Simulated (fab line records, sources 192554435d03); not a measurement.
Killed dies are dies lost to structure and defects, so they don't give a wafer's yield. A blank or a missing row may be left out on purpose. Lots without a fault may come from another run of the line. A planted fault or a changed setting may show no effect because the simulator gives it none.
Chamber matching | flow n5_finfet | N5_BEOL_M14_DEP_53 on pecvd-03: 3 sister chambers
The step deposits SiCN from 3MS/NH3, target thk 50 nm, time 17.8 s. 18 wafers are shown with their chamber, then 9 later ones without.

WAFERS WITH THEIR CHAMBER
wafer  | chamber | showerhead_plenum_p_Torr (Torr) | throttle_valve_pct (%) | rf_fwd_power_W (W)
L075.3 | 1       | 4.140                           | 17.8                   | 666.4
L075.4 | 1       | 4.140                           | 17.8                   | 665.3
L075.6 | 2       | 4.087                           | 17.9                   | 664.4
L074.1 | 2       | 4.095                           | 17.9                   | 667.0
L074.5 | 1       | 4.159                           | 17.8                   | 668.8
L074.6 | 0       | 4.164                           | 18.7                   | 669.3
L084.2 | 2       | 4.099                           | 18.1                   | 669.8
L084.3 | 0       | 4.170                           | 18.3                   | 666.6
L084.6 | 1       | 4.158                           | 17.7                   | 662.8
L083.1 | 2       | 4.093                           | 17.7                   | 667.8
L083.4 | 0       | 4.168                           | 18.7                   | 670.1
L083.5 | 0       | 4.163                           | 18.3                   | 666.2
L088.3 | 0       | 4.174                           | 18.4                   | 670.6
L088.4 | 2       | 4.105                           | 17.8                   | 665.8
L088.5 | 2       | 4.092                           | 18.0                   | 667.0
L089.3 | 1       | 4.146                           | 17.0                   | 670.9
L089.5 | 1       | 4.149                           | 17.0                   | 666.2
L089.6 | 0       | 4.156                           | 18.5                   | 669.5

SIGNATURES (means of the wafers above)
reading                  | chamber 0 | chamber 1 | chamber 2 | scatter within a chamber
showerhead_plenum_p_Torr | 4.16583   | 4.14867   | 4.09517   | 0.00703
throttle_valve_pct       | 18.483    | 17.517    | 17.900    | 0.268
rf_fwd_power_W           | 668.717   | 666.733   | 666.967   | 2.21
Rule: a wafer's distance from a chamber is the root of the sum, over the readings, of the square of ((its reading less the chamber's mean) divided by the reading's scatter). The wafer belongs to the nearest chamber; if the next one is less than 2 further off, it can't be placed. The scatter: the root of (the sum of the squares of (reading less its chamber's mean) over the shown wafers, divided by (wafers less chambers)).

WAFERS WITHOUT THEIR CHAMBER
wafer  | showerhead_plenum_p_Torr (Torr) | throttle_valve_pct (%) | rf_fwd_power_W (W)
L093.1 | 4.160                           | 18.6                   | 670.5
L093.3 | 4.098                           | 17.8                   | 667.6
L093.4 | 4.147                           | 16.9                   | 663.3
L094.1 | 4.143                           | 17.0                   | 667.9
L094.4 | 4.168                           | 18.6                   | 670.6
L094.6 | 4.107                           | 17.7                   | 666.6
L097.3 | 4.093                           | 18.2                   | 662.8
L097.4 | 4.164                           | 18.2                   | 668.1
L097.6 | 4.092                           | 18.1                   | 668.0

WHICH CHAMBER EACH WENT THROUGH
wafer  | from the rows above | in truth
L093.1 | 0                   | 0
L093.3 | 2                   | 2
L093.4 | 1                   | 1
L094.1 | 1                   | 1
L094.4 | 0                   | 0
L094.6 | 2                   | 2
L097.3 | 2                   | 2
L097.4 | 0                   | 0
L097.6 | 2                   | 2
Placed correctly: 9 of 9. Can't be placed from these rows: 0. Placed wrongly: 0.
